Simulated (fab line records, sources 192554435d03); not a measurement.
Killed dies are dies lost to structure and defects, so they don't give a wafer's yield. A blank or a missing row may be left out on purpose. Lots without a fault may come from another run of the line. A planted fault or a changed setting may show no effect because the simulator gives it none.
fab line records | flow n5_finfet
record lots=13 wafers=37 last_day=17
route steps=1938 shown BEOL_M13@1670
lots that met no fault: from a run of the same line without faults
start_h: hours from the record's first day to the start of the lot's first wafer shown | wait_h: hours since the lot's step before | " the same as in the row above | L1.1+2: a row that stands for several wafers | - no value, or no start given | * or withheld: withheld | < > ~ a bound
route shown NAME@n: a module of which the file shows steps, and the number in the route of the first | usual: mean/standard deviation of fault-free wafers | same: alike in all rows | chamber/n: place in a boat | sites: the reading at each site | _std_site: their standard deviation | _edge_site: outer sites' mean less inner sites' | radius_mm: how far each site lies from the wafer's centre | mask NAME#n: copy n | behind: the tool/chamber that last shaped the wafer | hold: why the lot was held/for how many hours/how that ended | device: the transistor (n, p or np) that didn't switch | end of line: the same wafers' tests at the end of the route | a step without rows: its recipe alone | killed: dies lost to structure and defects at the first sort, not the wafer's yield | map: a wafer's dies, x killed, . not, _ none there
set.NAME: the setting as run; set.NAME@STEP: as run at that earlier step | model.NAME: the simulator's own value behind a step, which no gauge read
steps of the route over a sample of lots; a table a step, a row a wafer
services: from which hour (start_h, from the record's first day; less than 0 if before it) a tool's chamber was out of use, for how many hours, and why
## steps
# step N5_BEOL_M13_OVL_MEAS_11
# recipe points_per_wafer=44
# usual V12_OVL=-1/4.5
# columns lot.wafer tool chamber start_h wait_h V12_OVL[nm]
L661.2 overlay-01 0 246.76 0.0 -4
L661.5 " 0 " " -6
L661.6 " 0 " " -4
L664.1 overlay-02 0 251.67 0.0 -5
L664.4 " 0 " " -2
L664.5 " 0 " " -7
L662.1 overlay-02 0 259.96 0.0 0
L662.3 " 0 " " -4
L662.6 " 0 " " -2
L665.4 overlay-01 0 268.05 0.0 -3
L665.6 " 0 " " 1
L667.4 overlay-01 0 274.73 0.0 -11
L667.5 " 0 " " -6
L667.6 " 0 " " -4
L666.2 overlay-01 0 276.13 0.0 6
L666.4 " 0 " " -2
L669.2 overlay-02 0 287.10 0.0 -6
L669.3 " 0 " " -7
L669.6 " 0 " " -8
L675.1 overlay-01 0 315.60 0.0 -3
L675.3 " 0 " " -3
L675.4 " 0 " " 4
L673.1 overlay-02 0 316.21 0.0 -3
L673.4 " 0 " " -7
L673.6 " 0 " " -2
L676.2 overlay-01 0 323.22 0.0 -2
L676.4 " 0 " " 0
L676.6 " 0 " " -3
L678.2 overlay-01 0 330.58 0.0 -6
L678.3 " 0 " " -4
L678.5 " 0 " " -2
L680.2 overlay-02 0 355.48 0.0 0
L680.3 " 0 " " 1
L680.4 " 0 " " -4
L681.2 overlay-02 0 368.07 0.0 -2
L681.3 " 0 " " -8
L681.6 " 0 " " 5
# step N5_BEOL_M13_CD_MEAS_17
# recipe target_cd_nm=190 polarity=opening
# usual cd_nm=190.2/2
# columns lot.wafer tool chamber start_h wait_h cd_nm
L661.2 cd_sem-01 - 247.35 0.0 192.8
L661.5 " - " " 188.6
L661.6 " - " " 189.8
L664.1 cd_sem-01 - 252.28 0.0 187.9
L664.4 " - " " 186.4
L664.5 " - " " 186.1
L662.1 cd_sem-01 - 260.54 0.0 186.0
L662.3 " - " " 186.9
L662.6 " - " " 186.1
L665.4 cd_sem-03 - 268.67 0.0 188.7
L665.6 " - " " 191.2
L667.4 cd_sem-03 - 275.32 0.0 188.4
L667.5 " - " " 189.9
L667.6 " - " " 192.5
L666.2 cd_sem-02 - 276.84 0.0 189.9
L666.4 " - " " 190.7
L669.2 cd_sem-01 - 287.69 0.0 190.8
L669.3 " - " " 189.6
L669.6 " - " " 190.1
L675.1 cd_sem-02 - 316.25 0.0 193.4
L675.3 " - " " 190.7
L675.4 " - " " 191.0
L673.1 cd_sem-01 - 316.80 0.0 191.4
L673.4 " - " " 193.4
L673.6 " - " " 191.0
L676.2 cd_sem-03 - 323.81 0.0 193.2
L676.4 " - " " 191.8
L676.6 " - " " 189.5
L678.2 cd_sem-02 - 331.33 0.0 189.2
L678.3 " - " " 188.9
L678.5 " - " " 189.0
L680.2 cd_sem-01 - 356.18 0.0 194.3
L680.3 " - " " 191.8
L680.4 " - " " 193.2
L681.2 cd_sem-02 - 369.54 0.0 191.9
L681.3 " - " " 193.0
L681.6 " - " " 195.2
# step N5_BEOL_M13_COAT_22
# recipe spin_rpm=2888 resist_thk_nm=300
# usual resist_line_temp_C=22.98/0.086 spin_speed_rpm=2887.9/1.9
# columns lot.wafer tool chamber start_h wait_h resist_line_temp_C spin_speed_rpm
L661.2 litho_track-05 0 247.39 - 23.00 2886.2
L661.5 " 0 " " 22.94 2885.4
L661.6 " 0 " " 22.92 2891.7
L664.1 litho_track-03 0 252.32 - 22.92 2889.4
L664.4 " 0 " " 22.96 2886.1
L664.5 " 0 " " 23.09 2887.1
L662.1 litho_track-04 0 260.59 - 23.04 2888.5
L662.3 " 0 " " 23.07 2890.2
L662.6 " 0 " " 22.98 2888.1
L665.4 litho_track-03 0 268.71 - 22.90 2888.8
L665.6 " 0 " " 22.96 2890.1
L667.4 litho_track-03 0 275.36 - 23.01 2888.6
L667.5 " 0 " " 22.98 2889.3
L667.6 " 0 " " 22.82 2888.6
L666.2 litho_track-05 0 276.89 - 22.82 2888.0
L666.4 " 0 " " 23.07 2884.8
L669.2 litho_track-04 0 287.73 - 22.98 2891.2
L669.3 " 0 " " 22.92 2888.5
L669.6 " 0 " " 22.86 2889.5
L675.1 litho_track-03 0 316.29 - 22.93 3293.0
L675.3 " 0 " " 23.02 3293.7
L675.4 " 0 " " 22.95 3293.9
L673.1 litho_track-05 0 316.84 - 23.04 2889.9
L673.4 " 0 " " 22.98 2886.0
L673.6 " 0 " " 23.09 2886.6
L676.2 litho_track-03 0 323.85 - 22.89 3296.3
L676.4 " 0 " " 22.99 3297.4
L676.6 " 0 " " 23.00 3294.7
L678.2 litho_track-03 0 331.37 - 23.09 3295.7
L678.3 " 0 " " 23.04 3294.1
L678.5 " 0 " " 23.05 3294.0
L680.2 litho_track-05 0 356.22 - 23.15 2890.8
L680.3 " 0 " " 23.08 2886.6
L680.4 " 0 " " 23.04 2888.3
L681.2 litho_track-05 0 369.58 - 23.05 2886.9
L681.3 " 0 " " 22.94 2886.7
L681.6 " 0 " " 23.01 2888.1
# step N5_BEOL_M13_CD_MEAS_28
# recipe target_cd_nm=209.5 landing_energy_ev=500 detector=se_inlens
# usual cd_nm=210.4/1.1
# columns lot.wafer tool chamber start_h wait_h cd_nm
L661.2 cd_sem-01 0 247.80 - 210.0
L661.5 " 0 " " 208.8
L661.6 " 0 " " 208.9
L664.1 cd_sem-02 0 252.61 - 209.9
L664.4 " 0 " " 212.6
L664.5 " 0 " " 210.2
L662.1 cd_sem-01 0 260.87 - 211.1
L662.3 " 0 " " 211.4
L662.6 " 0 " " 212.3
L665.4 cd_sem-02 0 269.00 - 210.3
L665.6 " 0 " " 210.0
L667.4 cd_sem-02 0 275.77 - 209.2
L667.5 " 0 " " 210.3
L667.6 " 0 " " 209.4
L666.2 cd_sem-02 0 277.17 - 210.9
L666.4 " 0 " " 211.0
L669.2 cd_sem-01 0 288.14 - 209.7
L669.3 " 0 " " 211.7
L669.6 " 0 " " 210.2
L675.1 cd_sem-02 0 316.70 - 211.4
L675.3 " 0 " " 211.7
L675.4 " 0 " " 212.9
L673.1 cd_sem-03 0 317.13 - 209.4
L673.4 " 0 " " 209.4
L673.6 " 0 " " 209.1
L676.2 cd_sem-03 0 324.26 - 212.2
L676.4 " 0 " " 211.2
L676.6 " 0 " " 212.6
L678.2 cd_sem-01 0 331.66 - 210.3
L678.3 " 0 " " 210.9
L678.5 " 0 " " 210.8
L680.2 cd_sem-03 0 356.51 - 208.5
L680.3 " 0 " " 208.7
L680.4 " 0 " " 211.3
L681.2 cd_sem-03 0 369.86 - 210.0
L681.3 " 0 " " 209.0
L681.6 " 0 " " 209.1
## services
# columns tool chamber start_h hours kind
litho_track-05 - 239.93 - consumable_replace:filter
litho_track-05 - 360.31 - consumable_replace:filter
## key
first_sign step=N5_BEOL_M13_COAT_22 reading=spin_speed_rpm direction=up sigmas=99+ usual=* struck=*
effect none on later readings
met_at N5_BEOL_M13_COAT_22
struck_lots L675,L676,L678
not_acting_at N5_BEOL_M13_OVL_MEAS_11,N5_BEOL_M13_CD_MEAS_17,N5_BEOL_M13_CD_MEAS_28
onset_between 275.36 316.29
fault kind=process_parameter_drift tool=litho_track-03 chamber=- onset_h=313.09 steps=N5_BEOL_M13_COAT_22 channel=spin_rpm offset=* shape=step end_h=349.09 acts_in=* stated=*
